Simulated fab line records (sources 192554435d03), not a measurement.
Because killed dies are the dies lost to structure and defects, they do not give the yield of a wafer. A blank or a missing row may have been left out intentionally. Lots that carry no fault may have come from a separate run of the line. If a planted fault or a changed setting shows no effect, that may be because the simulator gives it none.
Comparing a struck lot with a sound one | flow n5Finfet | 15 steps out of a route of 1938
Sound: these wafers, L752.1, L752.3, L752.5. Struck: wafer L760.4; the same lot's L760.6 was not struck, so it is left out; see the end for the cause.
Per side, at each step with rows, come the tool, then ch with its chambers, and then its first start. Under that, the readings that differ: sound wafers | struck wafers | difference of the means | sigmas: that difference in standard deviations of wafers without a fault.
alike: a reading whose means differ by less than 2 such deviations, as well as words and numbers matching on both sides. not compared: withheld readings; readings where some wafer has no value; bounds like >300 that might hide an equal value; numbers whose values overlap and for which the record gives no deviation.
The two part at a step that has a row with sigmas, a row that says differs or no value, or rows on one side only. Numbers that don't overlap but have no deviation are shown without sigmas and don't part them. Lack of a reading on every wafer of one side parts them only where that side has two or more wafers.

first, 4 steps without rows for these wafers: N5_BEOL_M2_SOFTBAKE_23 (time 60 s); N5_BEOL_M2_EXPOSE_25 (exposes mask V1, defocus 5 nm); N5_BEOL_M2_PEB_26 (peb time 60 s); N5_BEOL_M2_DEVELOP_27 (develop time 30 s).
N5_BEOL_M2_CD_MEAS_28: target cd 26.2 nm, target cd y 24.1 nm.
  sound on cdSem-02 ch 0, day 7 06:46; struck on cdSem-01 ch 0, day 9 00:58
  alike: cdNm
N5_BEOL_M2_OVL_MEAS_29:
  sound on overlay-02 ch 0, day 7 06:47; struck on overlay-02 ch 0, day 9 01:02
  alike: V1_OVL
N5_BEOL_M2_INSPECT_30: inspects for defects (brightfield).
  sound on defectInspect-02, day 7 06:52; struck on defectInspect-01, day 9 01:04
  alike: rawDefectCount
N5_BEOL_M2_DESCUM_33: chemistry O2, time 7 s.
  sound on rieDiel-02 ch 0,1, day 7 06:53; struck on rieDiel-03 ch 3, day 9 01:22
  alike: drypumpMotorCurrentA, oesProductAu, rfVppV, showerheadPlenumPTorr, throttleValvePct
  not compared: rfHoursCounterH
N5_BEOL_M2_ETCH_77: etches underlayer in N2/H2, target depth 6.5 nm, time 5.2 s.
  sound on rieDiel-02 ch 0,1, day 7 06:56; struck on rieDiel-03 ch 3, day 9 01:24
reading   | sound             | struck | difference | sigmas
biasW (W) | 150.2 149.6 150.0 | 150.8  | +0.9       | +2
  alike: drypumpMotorCurrentA, etchRfOnTimeS, n2FlowSccm, oesProductAu, rfVppV, showerheadPlenumPTorr, throttleValvePct
  not compared: rfHoursCounterH
N5_BEOL_M2_ETCH_69: etches SiARC in CF4, target depth 15.6 nm, time 26 s.
  sound on rieDiel-02 ch 0,1, day 7 06:57; struck on rieDiel-03 ch 3, day 9 01:25
  alike: biasW, drypumpMotorCurrentA, etchRfOnTimeS, oesProductAu, rfVppV, showerheadPlenumPTorr, throttleValvePct
  not compared: rfHoursCounterH
N5_BEOL_M2_ALD_98: deposits SiO2, target thk 2.5 nm, pulse time 1 s, co reactant pulse time 1 s.
  sound on aldSin-04 ch 0,3, day 7 07:02; struck on aldSin-02 ch 2, day 9 01:59
reading          | sound    | struck | difference | sigmas
heaterPowerW (W) | 59 74 72 | 89     | +21        | +2
  alike: precursorPulseHeightRel
N5_BEOL_M2_ETCHBACK_99: etches SiO2 in CHF3, target depth 5 nm, time 10.4 s.
  sound on rieDiel-05 ch 1,3, day 7 11:56; struck on rieDiel-02 ch 1, day 9 12:10
  alike: biasW, drypumpMotorCurrentA, oesProductAu, rfVppV, showerheadPlenumPTorr, throttleValvePct
  not compared: rfHoursCounterH
N5_BEOL_M2_ETCH_70: etches SOC in N2/H2, target depth 80 nm, overetch 24 nm, time 130 s.
  sound on rieDiel-05 ch 1,3, day 7 11:59; struck on rieDiel-02 ch 1, day 9 12:13
reading                                   | sound             | struck | difference | sigmas
oesProductAu (a.u.)                       | 0.54 0.65 0.66    | 0.77   | +0.15      | +3
runLengthS (s)                            | 153.1 154.0 154.3 | 130.0  | -23.8      | -64
model.SiARC_of_BEOL_M2_COAT_68.thkNm (nm) | 5.8 6 6           | 7.2    | +1.3       | 
  alike: drypumpMotorCurrentA, n2FlowSccm, rfVppV, showerheadPlenumPTorr, throttleValvePct
  not compared: biasW, rfHoursCounterH
then, 1 step without rows for these wafers: N5_BEOL_M2_STRIP_71 (strips in N2/H2).
N5_BEOL_M4_RC_MEAS_101:
  sound on prober-01 ch 0, day 9 10:09; struck on prober-01 ch 0, day 11 09:37
reading   | sound       | struck | difference | sigmas
VT_N (mV) | 253 251 250 | 258    | +7         | +2
  alike: DIBL_N, DIBL_P, IOFF_N, IOFF_P, ION_N, ION_P, SS_N, SS_P, VT_P

## WHERE THEY PART
Last at N5_BEOL_M4_RC_MEAS_101 as far as this record goes, first at N5_BEOL_M2_ETCH_77.

WHY: whatever the simulator had introduced
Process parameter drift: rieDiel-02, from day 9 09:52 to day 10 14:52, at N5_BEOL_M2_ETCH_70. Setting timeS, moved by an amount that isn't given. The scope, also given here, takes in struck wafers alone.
